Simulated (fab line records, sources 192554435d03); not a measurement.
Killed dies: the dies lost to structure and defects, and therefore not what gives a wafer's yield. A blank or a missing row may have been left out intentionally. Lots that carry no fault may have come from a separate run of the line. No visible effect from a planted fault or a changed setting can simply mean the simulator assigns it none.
Matching of chambers + flow n5-finfet + rie-diel-04 running N5_BEOL_M3_STRIP_66: 4 sister chambers
The step strips in CF4. 16 wafers are shown with their chamber, then 8 later ones without.

## WAFERS, EACH WITH ITS CHAMBER
| wafer  | chamber | drypump-motor-current-A (A) | throttle-valve-pct (%) | oes-product-au (a.u.) |
|--------|---------|-----------------------------|------------------------|-----------------------|
| L074.1 | 0       | 5.51                        | 13.69                  | 0.72                  |
| L074.4 | 1       | 6.01                        | 13.26                  | 0.85                  |
| L074.6 | 2       | 5.63                        | 13.73                  | 0.69                  |
| L075.1 | 3       | 6.20                        | 13.85                  | 0.75                  |
| L075.2 | 1       | 6.02                        | 13.25                  | 0.84                  |
| L075.4 | 0       | 5.50                        | 13.68                  | 0.73                  |
| L077.2 | 1       | 5.99                        | 13.26                  | 0.84                  |
| L077.3 | 0       | 5.51                        | 13.70                  | 0.73                  |
| L077.4 | 2       | 5.63                        | 13.74                  | 0.68                  |
| L082.1 | 3       | 6.20                        | 13.89                  | 0.73                  |
| L082.4 | 2       | 5.60                        | 13.19                  | 0.92                  |
| L082.6 | 0       | 5.53                        | 13.71                  | 0.72                  |
| L088.3 | 2       | 5.64                        | 13.21                  | 0.89                  |
| L088.4 | 1       | 5.98                        | 13.32                  | 0.82                  |
| L088.6 | 0       | 5.53                        | 13.72                  | 0.71                  |
| L090.2 | 0       | 5.54                        | 13.74                  | 0.71                  |

SIGNATURES (averages over the wafers above)
| reading                 | chamber 0 | chamber 1 | chamber 2 | chamber 3 | scatter within a chamber |
|-------------------------|-----------|-----------|-----------|-----------|--------------------------|
| drypump-motor-current-A | 5.5200    | 6.0000    | 5.6250    | 6.2000    | 0.0161                   |
| throttle-valve-pct      | 13.7067   | 13.2725   | 13.4675   | 13.8700   | 0.156                    |
| oes-product-au          | 0.7200    | 0.8375    | 0.7950    | 0.7400    | 0.0645                   |
Rule: for a wafer and a chamber, the distance is found by dividing, reading by reading, the gap between the wafer's reading and the chamber's mean by the reading's scatter, squaring, summing and taking the root. The wafer belongs to the nearest chamber; if the next one is less than 2 further off, it can't be placed. The scatter: take each reading less its chamber's mean, square it, sum over the shown wafers, divide by the number of wafers less the number of chambers, and take the root.

## WAFERS WITH NO CHAMBER GIVEN
| wafer  | drypump-motor-current-A (A) | throttle-valve-pct (%) | oes-product-au (a.u.) |
|--------|-----------------------------|------------------------|-----------------------|
| L090.5 | 5.58                        | 13.21                  | 0.89                  |
| L090.6 | 6.21                        | 13.93                  | 0.73                  |
| L092.1 | 6.22                        | 13.92                  | 0.72                  |
| L092.2 | 5.64                        | 13.21                  | 0.88                  |
| L092.5 | 6.00                        | 13.34                  | 0.82                  |
| L095.1 | 6.19                        | 13.93                  | 0.72                  |
| L095.2 | 5.60                        | 13.24                  | 0.86                  |
| L095.3 | 5.99                        | 13.34                  | 0.80                  |

## THE CHAMBER EACH PASSED THROUGH
| wafer  | from the rows above     | in truth |
|--------|-------------------------|----------|
| L090.5 | can't be placed: 2 or 0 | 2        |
| L090.6 | 3                       | 3        |
| L092.1 | 3                       | 3        |
| L092.2 | 2                       | 2        |
| L092.5 | 1                       | 1        |
| L095.1 | 3                       | 3        |
| L095.2 | 2                       | 2        |
| L095.3 | 1                       | 1        |
Placed correctly: 7 of 8. From these rows, 1 cannot be placed; in 1 the true chamber is one of the candidates. Number placed wrongly: 0.
